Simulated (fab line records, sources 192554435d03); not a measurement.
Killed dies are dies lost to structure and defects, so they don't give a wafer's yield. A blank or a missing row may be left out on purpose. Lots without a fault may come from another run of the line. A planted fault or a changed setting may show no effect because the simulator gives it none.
fab line records | flow n5_finfet
record lots=5 wafers=15 last_day=16
route steps=1938 shown PMOS_HMC_CHANNEL_EPI@61 FIN_SAQP@90 PASSIVATION@1936
lots that met no fault: from a run of the same line without faults
start_h: hours from the record's first day to the start of the lot's first wafer shown | wait_h: hours since the lot's step before | " the same as in the row above | L1.1+2: a row that stands for several wafers | - no value, or no start given | * or withheld: withheld | < > ~ a bound
route shown NAME@n: a module of which the file shows steps, and the number in the route of the first | usual: mean/standard deviation of fault-free wafers | same: alike in all rows | chamber/n: place in a boat | sites: the reading at each site | _std_site: their standard deviation | _edge_site: outer sites' mean less inner sites' | radius_mm: how far each site lies from the wafer's centre | mask NAME#n: copy n | behind: the tool/chamber that last shaped the wafer | hold: why the lot was held/for how many hours/how that ended | device: the transistor (n, p or np) that didn't switch | end of line: the same wafers' tests at the end of the route | a step without rows: its recipe alone | killed: dies lost to structure and defects at the first sort, not the wafer's yield | map: a wafer's dies, x killed, . not, _ none there
set.NAME: the setting as run; set.NAME@STEP: as run at that earlier step | model.NAME: the simulator's own value behind a step, which no gauge read
lots at some steps of the route; a table a step, a row a wafer
services: from which hour (start_h, from the record's first day; less than 0 if before it) a tool's chamber was out of use, for how many hours, and why
## steps
# step N5_PMOS_HMC_CHANNEL_EPI_SOFTBAKE_04
# recipe temp_c=110 time_s=60 resist=CAR-ArF-block
# step N5_PMOS_HMC_CHANNEL_EPI_EXPOSE_06
# recipe mask_id=PMOS_HMC_BLK na=1.35 source_shape=conventional sigma_outer=0.8 polarization=unpolarized target_cd_nm=240 dose_mj=41
# step N5_PMOS_HMC_CHANNEL_EPI_PEB_07
# recipe peb_temp_c=110 peb_time_s=60 resist=CAR-ArF-block
# step N5_PMOS_HMC_CHANNEL_EPI_DEVELOP_08
# recipe develop_time_s=30 developer=TMAH resist=CAR-ArF-block dev_temp_c=23 rinse_liquid=diw dry=air_spin
# step N5_PMOS_HMC_CHANNEL_EPI_DESCUM_14
# recipe chemistry=O2 time_s=7.9 source_power_w=50 bias_power_w=20 pressure_mtorr=20 rf_frequency_hz=2.712e+07 temp_c=40 resist=CAR-ArF-block o2_flow_sccm=225
# step N5_PMOS_HMC_CHANNEL_EPI_ETCH_32
# recipe chemistry=N2/H2 target=BARC stop_on=SiO2 target_depth_a=858 over_etch_frac=0.3 time_s=50.3 ion_energy_ev=200 mask_material=CAR-ArF-block pressure_mtorr=30 source_w=840 bias_w=150 n2_flow_sccm=200 h2_flow_sccm=200
# step N5_PMOS_HMC_CHANNEL_EPI_HM_OPEN_15
# recipe chemistry=CHF3/O2 target=SiO2 mask_material=CAR-ArF-block target_depth_a=406 CHF3_flow_sccm=50 O2_flow_sccm=5 Ar_flow_sccm=200 time_s=20.3 pressure_mtorr=30 source_w=650 bias_w=170 ion_energy_ev=200
# step N5_PMOS_HMC_CHANNEL_EPI_STRIP_33
# recipe chemistry=N2/H2 power_w=500 temp_c=40 pressure_mtorr=50 rf_frequency_hz=6e+07 overash_fraction=0.3 bias_power_w=8 h2_frac=0.5 n2_flow_sccm=300 h2_flow_sccm=300
# step N5_PMOS_HMC_CHANNEL_EPI_STRIP_17
# recipe chemistry=SPM time_s=750 temp_c=130 h2so4_h2o2_vol_ratio=4 dry=ipa_marangoni
# step N5_PMOS_HMC_CHANNEL_EPI_ETCH_38
# recipe chemistry=CF4 target=SiO2 target_depth_a=15 ion_energy_ev=350 pressure_mtorr=10 icp_w=800 bias_w=400 cf4_flow_sccm=80
# usual drypump_motor_current_A=5.6/0.36 oes_product_au=1.003/0.021 throttle_valve_pct=21.70/0.2
# columns lot.wafer tool chamber start_h wait_h drypump_motor_current_A oes_product_au rf_hours_counter_h throttle_valve_pct
L245.1 rie_si-01 1 41.88 0.0 5.5 1.057 155 22.04
L245.5 " 0 " " 5.7 1.009 - 21.80
L245.6 " 3 " " 4.9 1.024 - 21.76
L246.2 rie_si-05 3 47.90 0.0 5.5 0.990 182 21.84
L246.5 " 3 " " 5.5 0.998 - 21.84
L246.6 " 0 " " 6.1 1.017 - 21.44
L256.3 rie_si-05 2 108.31 0.0 5.4 0.982 52 21.56
L256.5 " 3 " " 5.5 0.985 - 21.83
L256.6 " 2 " " 5.4 0.976 - 21.56
L257.1 rie_si-05 0 114.75 0.0 6.1 1.013 80 21.43
L257.2 " 1 " " 5.1 0.995 28 21.93
L257.5 " 3 " " 5.5 0.985 - 21.82
L258.1 rie_si-05 3 120.05 0.0 5.5 0.995 183 21.82
L258.4 " 2 " " 5.4 0.993 52 21.57
L258.6 " 2 " " 5.4 0.983 - 21.56
# step N5_PMOS_HMC_CHANNEL_EPI_FIN_RECESS_16
# recipe chemistry=HBr/Cl2 target=Si mask_material=SiO2 target_depth_a=540 time_s=18 pressure_mtorr=10 icp_w=800 bias_w=75 HBr_flow_sccm=150 Cl2_flow_sccm=80
# step N5_PMOS_HMC_CHANNEL_EPI_PRECLEAN_36
# recipe chemistry=O3/DIW time_s=45 temp_c=22 o3_ppm=10
# step N5_PMOS_HMC_CHANNEL_EPI_PRECLEAN_18
# recipe chemistry=DHF time_s=30 temp_c=25 dilution=withheld
# step N5_PMOS_HMC_CHANNEL_EPI_SRD_19
# recipe dry=ipa_marangoni do_ppb=5 time_s=30 temp_c=23 rinse_liquid=diw
# step N5_PMOS_HMC_CHANNEL_EPI_EPI_20
# recipe material=SiGe30 mask_material=SiO2 pressure_torr=20 target_thk_a=590 temp_c=600
# step N5_PMOS_HMC_CHANNEL_EPI_HM_STRIP_35
# recipe chemistry=dHF temp_c=25 material=SiO2 target=SiO2 target_depth_a=396 time_s=216
# step N5_PMOS_HMC_CHANNEL_EPI_SRD_39
# recipe dry=ipa_marangoni time_s=30 temp_c=23 rinse_liquid=diw
# step N5_PMOS_HMC_CHANNEL_EPI_CMP_21
# recipe material=SiGe30 post_cmp_clean=alkaline_brush target_thk_nm=54
# step N5_PMOS_HMC_CHANNEL_EPI_PRECLEAN_40
# recipe chemistry=DHF time_s=30 temp_c=25 dilution=withheld
# step N5_PMOS_HMC_CHANNEL_EPI_PRECLEAN_37
# recipe chemistry=O3/DIW time_s=45 temp_c=22 o3_ppm=10
# step N5_PMOS_HMC_CHANNEL_EPI_PRECLEAN_24
# recipe chemistry=DHF time_s=30 temp_c=25 dilution=withheld
# step N5_PMOS_HMC_CHANNEL_EPI_SRD_25
# recipe dry=ipa_marangoni do_ppb=5 time_s=30 temp_c=23 rinse_liquid=diw
# step N5_PMOS_HMC_CHANNEL_EPI_EPI_26
# recipe material=Si target_thk_a=38 temp_c=650 precursor=SiH4/H2 pressure_torr=20 time_s=22.7
# step N5_FIN_SAQP_PRECLEAN_42
# recipe chemistry=O3/DIW time_s=60 temp_c=22 o3_ppm=10
# step N5_FIN_SAQP_PRECLEAN_00
# recipe chemistry=SC1 time_s=60 temp_c=55 mix=1:2:50
# step N5_FIN_SAQP_PRECLEAN_44
# recipe chemistry=SC2 time_s=45 temp_c=35 mix=1:1:50
# step N5_FIN_SAQP_SRD_01
# recipe dry=ipa_marangoni time_s=30 temp_c=23 rinse_liquid=diw
# step N5_FIN_SAQP_ALD_61
# recipe material=SiO2 target_thk_a=40 temp_c=300 ald_precursor_family=BDEAS ald_co_reactant=O2-plasma pulse_time_s=1 purge_time_s=2 co_reactant_purge_time_s=2 ald_cycles=43 pressure_torr=2
# step N5_FIN_SAQP_DENSIFY_62
# recipe temp_c=700 time_s=60 ambient=N2 idle_temp_c=600 ramp_up_c_per_s=150 ramp_down_c_per_s=60 cool_to_c=600
# step N5_FIN_SAQP_HM_DEP_03
# recipe material=SiNx target_thk_a=380 temp_c=400 precursor=SiH4/NH3/N2 pressure_torr=1.5 rf_w=300 time_s=33.6
# step N5_FIN_SAQP_PECVD_47
# recipe material=a-Si target_thk_a=450 temp_c=400 precursor=SiH4/He pressure_torr=3 rf_w=100 time_s=36.3
# step N5_FIN_SAQP_PECVD_48
# recipe material=SiNx target_thk_a=250 temp_c=400 precursor=SiH4/NH3/N2 pressure_torr=1.5 rf_w=300 time_s=22.1
# step N5_FIN_SAQP_PECVD_06
# recipe material=a-Si target_thk_a=600 temp_c=400 precursor=SiH4/He pressure_torr=3 rf_w=100 time_s=48.1
# step N5_FIN_SAQP_HM_DEP_72
# recipe material=SiO2 target_thk_a=120 temp_c=400 precursor=SiH4/N2O pressure_torr=0.75 rf_w=275 time_s=7.2
# step N5_PASSIVATION_PROBE_49
# usual defect_limited_yield=91.4/1.5 killed_at_M0_to_M3=32/9.8 killed_at_M4_up=15/5.6 killed_at_contacts=12/5.4 killed_at_front_end=40/13 killed_at_other=3.0/2.1 killed_dies=102/17 killed_open=67/13 killed_short=32/7.1 sort_bin_5_function=5.1/0.96 sort_bin_6_memory=3.2/0.7 sort_n_pass=1078/18 sort_yield_pct=91.3/1.5
# same gross_dies=1180 killed_at_back_side=0 sort_bin_4_leakage[%]=0 sort_bin_8_speed[%]=0
# columns lot.wafer tool chamber start_h wait_h defect_limited_yield[%] killed_at_M0_to_M3 killed_at_M4_up killed_at_contacts killed_at_front_end killed_at_other killed_dies killed_open killed_short sort_bin_5_function[%] sort_bin_6_memory[%] sort_n_pass sort_yield_pct[%]
L245.1 prober-01 - 312.30 0.0 93.1 27 12 10 30 2 81 55 24 4.2 2.2 1099 93.1
L245.5 prober-01 - 312.50 0.2 92.5 29 12 5 39 3 88 58 25 4.3 3.1 1092 92.5
L245.6 prober-01 - 312.55 0.3 92.4 21 12 6 51 0 90 51 29 4.4 2.3 1090 92.4
L257.1 prober-02 - 369.80 0.0 78.9 33 6 21 188 1 249 64 35 12.7 5.3 931 78.9
L257.2 prober-02 - 369.85 0.1 77.7 35 16 7 202 3 263 77 37 13.7 4.8 917 77.7
L257.5 prober-02 - 370.00 0.2 79.2 33 9 20 180 4 246 66 29 12.6 4.6 934 79.2
L256.3 prober-02 - 384.48 0.1 83.1 45 14 15 120 6 200 88 36 9.9 4.3 980 83.1
L256.5 prober-02 - 384.58 0.2 79.8 24 19 10 182 3 238 71 18 12.1 3.9 942 79.8
L256.6 prober-02 - 384.63 0.3 83.9 35 24 15 115 1 190 76 31 9.7 3.9 990 83.9
L258.1 prober-02 - 393.83 0.0 81.6 28 13 11 163 2 217 55 19 12.0 3.1 963 81.6
L258.4 prober-02 - 393.98 0.2 87.8 22 10 9 101 2 144 54 12 7.0 2.2 1036 87.8
L258.6 prober-02 - 394.08 0.3 85.7 29 14 15 108 3 169 57 28 8.1 3.1 1011 85.7
# killed by level:class
L245.1 BEOL_M1:geometric_particle:open=11 MOL_CONTACT_COAG:geometric_particle:open=8 DUMMY_GATE:geometric_particle:open=5 BEOL_M4:geometric_particle:open=5 STARTING-WAFER:geometric_particle:open=5 FIN_CUT:geometric_particle:short=4 BEOL_M1:geometric_particle:short=4 BEOL_M3:geometric_particle:open=4
L245.5 BEOL_M1:geometric_particle:open=8 FIN_SAQP:geometric_particle:open=6 FIN_SAQP:geometric_particle:short=6 BEOL_M0:geometric_particle:open=6 STI_FIN_REVEAL:geometric_particle:open=5 MOL_CONTACT_COAG:geometric_particle:open=5 BEOL_M2:geometric_particle:open=5 BEOL_M4:geometric_particle:open=5
L245.6 FIN_SAQP:geometric_particle:open=11 HKMG_FIN:area_etch=7 STI_FIN_REVEAL:geometric_particle:open=6 GATE_CUT:geometric_particle:short=5 BEOL_M1:geometric_particle:short=5 BEOL_M4:geometric_particle:open=5 BEOL_M0_SAQP:geometric_particle:open=4 GATE_CUT:geometric_particle:open=4
L257.1 PMOS_HMC_CHANNEL_EPI:unspecified=149 MOL_CONTACT_COAG:geometric_particle:open=17 STI_FIN_REVEAL:geometric_particle:open=11 BEOL_M0_SAQP:geometric_particle:open=10 FIN_SAQP:geometric_particle:short=10 BEOL_M0_SAQP:geometric_particle:short=9 FIN_SAQP:geometric_particle:open=5 BEOL_M1:geometric_particle:open=5
L257.2 PMOS_HMC_CHANNEL_EPI:unspecified=145 STI_FIN_REVEAL:geometric_particle:open=21 BEOL_M0_SAQP:geometric_particle:open=8 BEOL_M2:geometric_particle:open=8 FIN_SAQP:geometric_particle:open=7 STI_FIN_REVEAL:geometric_particle:short=7 FIN_SAQP:geometric_particle:short=6 BEOL_M0_SAQP:geometric_particle:short=6
L257.5 PMOS_HMC_CHANNEL_EPI:unspecified=145 MOL_CONTACT_COAG:geometric_particle:open=17 STI_FIN_REVEAL:geometric_particle:open=12 BEOL_M0_SAQP:geometric_particle:short=7 BEOL_M2:geometric_particle:open=7 BEOL_M1:geometric_particle:open=6 FIN_SAQP:geometric_particle:open=5 HKMG_FIN:area_etch=5
L256.3 PMOS_HMC_CHANNEL_EPI:unspecified=74 BEOL_M3:geometric_particle:open=13 MOL_CONTACT_COAG:geometric_particle:open=11 STI_FIN_REVEAL:geometric_particle:open=10 BEOL_M2:geometric_particle:open=9 BEOL_M4:geometric_particle:open=9 DUMMY_GATE:geometric_particle:open=8 FIN_SAQP:geometric_particle:short=6
L256.5 PMOS_HMC_CHANNEL_EPI:unspecified=140 BEOL_M4:geometric_particle:open=14 STI_FIN_REVEAL:geometric_particle:open=13 MOL_CONTACT_COAG:geometric_particle:open=10 BEOL_M3:geometric_particle:open=9 DUMMY_GATE:geometric_particle:open=9 HKMG_FIN:area_etch=6 BEOL_M0_SAQP:geometric_particle:short=4
L256.6 PMOS_HMC_CHANNEL_EPI:unspecified=82 BEOL_M4:geometric_particle:open=17 MOL_CONTACT_COAG:geometric_particle:open=11 STI_FIN_REVEAL:geometric_particle:open=9 BEOL_M3:geometric_particle:open=8 BEOL_M0_SAQP:geometric_particle:open=7 BEOL_M0_SAQP:geometric_particle:short=7 FIN_SAQP:geometric_particle:short=4
L258.1 PMOS_HMC_CHANNEL_EPI:unspecified=140 BEOL_M2:geometric_particle:open=11 MOL_CONTACT_COAG:geometric_particle:open=8 BEOL_M1:geometric_particle:open=6 STI_FIN_REVEAL:geometric_particle:open=5 ILD0:geometric_particle:open=4 BEOL_M5:geometric_particle:open=4 GATE_CUT:geometric_particle:short=3
L258.4 PMOS_HMC_CHANNEL_EPI:unspecified=75 BEOL_M2:geometric_particle:open=11 MOL_CONTACT_COAG:geometric_particle:open=8 DUMMY_GATE:geometric_particle:open=6 FIN_SAQP:geometric_particle:open=4 BEOL_M0_SAQP:geometric_particle:open=4 BEOL_M5:geometric_particle:open=4 STI_FIN_REVEAL:geometric_particle:open=3
L258.6 PMOS_HMC_CHANNEL_EPI:unspecified=78 MOL_CONTACT_COAG:geometric_particle:open=15 BEOL_M2:geometric_particle:open=8 FIN_SAQP:geometric_particle:short=7 STI_FIN_REVEAL:geometric_particle:open=5 BEOL_M2:geometric_particle:short=5 BEOL_M0_SAQP:geometric_particle:open=4 BEOL_M0_SAQP:geometric_particle:short=4
# map L256.5 (x killed, . not)
_________________..x.........________________
______________.....x.x.x........_____________
___________............x.....x.....__________
__________..x..xx............xx....._________
________..........x........x.........._______
_______.....x............x....x.x....x.______
______....x..............x.........x...._____
_____.xx.x.x.............................____
____...xx.xxx.x.........xx.........x...x..___
___..x..xxxxxxxx.......x..............x....__
___.xxxxxxxxxxxxx.xx..xx...................__
__..xxxxxxxxxxxxxx...x...............xx....._
__x.xxxxxxxxxxxxx...........x.......x...x..._
_.xxxxxxxxxxxxxx.x.xxx........x..............
_..xxxxxxxxxxxxxx................x.xx........
_x.xxxxxxxxxxxxxx.....................x......
_..xx.xxxxxxxxxx..x.....xx...x......x........
_..xx.xxxxxxxxxx.....x....x...........x..x...
_......xxxxxxx.........xx............x.......
_.........xxx....x.......x..............x....
_........x...x.........x.....................
__...x.................x.x.................._
__.............x....x.x............x...x...._
___..........x...........x..........xx.....__
___................x.........x.............__
____x.................x....x..............___
_____.........x...............x..........____
______.....................x...xx..xx..._____
_______.......x.....x........x.x.x.....______
________....x......x.................._______
__________.......xxx..x............._________
___________.....x..................__________
______________x................._____________
_________________............________________
# map L257.2 (x killed, . not)
_________________...x..x.x...________________
______________x.x.......xx......_____________
___________....x...................__________
__________.x....x..................._________
________......x......x........xx......_______
_______.x...........x..................______
______......x.........x......x....x....._____
_____.x...x...x.....x.x......xxx.........____
____...x.....x.x......x............x.x....___
___xx.x.....x..x..x.x...x......x.....x....x__
___......x.........x..x....................__
__.................x..x........x............_
__.x...........x........xx........x........._
_....................xx.xxx..x.......x...x..x
_........xx.......x.xxxxxxxx.xx......x.......
_....x..x...........xxxxxxxxxxx..........x...
_x......x...........xxxxxxxxxxxx....x........
_..x....x........xxxxxxxxxxxxxxx.x...........
_........x......x..xxxxxxxxxxxxxx.....x...x..
_x.........x.......xxxxxxxxxxxxx.xxx.....xxx.
_...........x......xxxxxxxxxxxxxxx...........
__.........x.....xx.xxxxxxxxxxxx.xx........x_
__..............x..xxxxxxxxxxxxx..x........._
___..............xxx.xxxxxxx........x....x.__
___...x.........x..x.xxxx..xxx...........x.__
____........x......x...x...x............x.___
_____.............................x......____
______x.........................x.xx...._____
_______..x..................x..xx......______
________..................xx........xx_______
__________..x..................x...._________
___________.......x.....x..........__________
______________............xx...._____________
_________________......x....x________________
## services
# columns tool chamber start_h hours kind
rie_si-01 - 69.17 2.8 pm
rie_si-01 1 74.25 6.1 repair
rie_si-05 - 84.15 14.6 pm
rie_si-05 - 110.17 2.8 pm
## key
first_sign step=N5_PASSIVATION_PROBE_49 reading=killed_at_front_end direction=up sigmas=8.8 usual=40 struck=151
effect step=N5_PASSIVATION_PROBE_49 reading=killed_dies direction=up sigmas=6.4 usual=102 struck=213
more_kills_born_at N5_PMOS_HMC_CHANNEL_EPI_ETCH_38@rie_si-05=1028
met_at N5_PMOS_HMC_CHANNEL_EPI_ETCH_38
struck_wafers L256.3,L256.5,L256.6,L257.1,L257.2,L257.5,L258.1,L258.4,L258.6
onset_between 47.90 108.31
also_fits time
fault kind=chamber_particle_source tool=rie_si-05 chamber=- onset_h=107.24 steps=N5_PMOS_HMC_CHANNEL_EPI_ETCH_38 rate_per_visit_cm2=1.4854 end_h=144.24
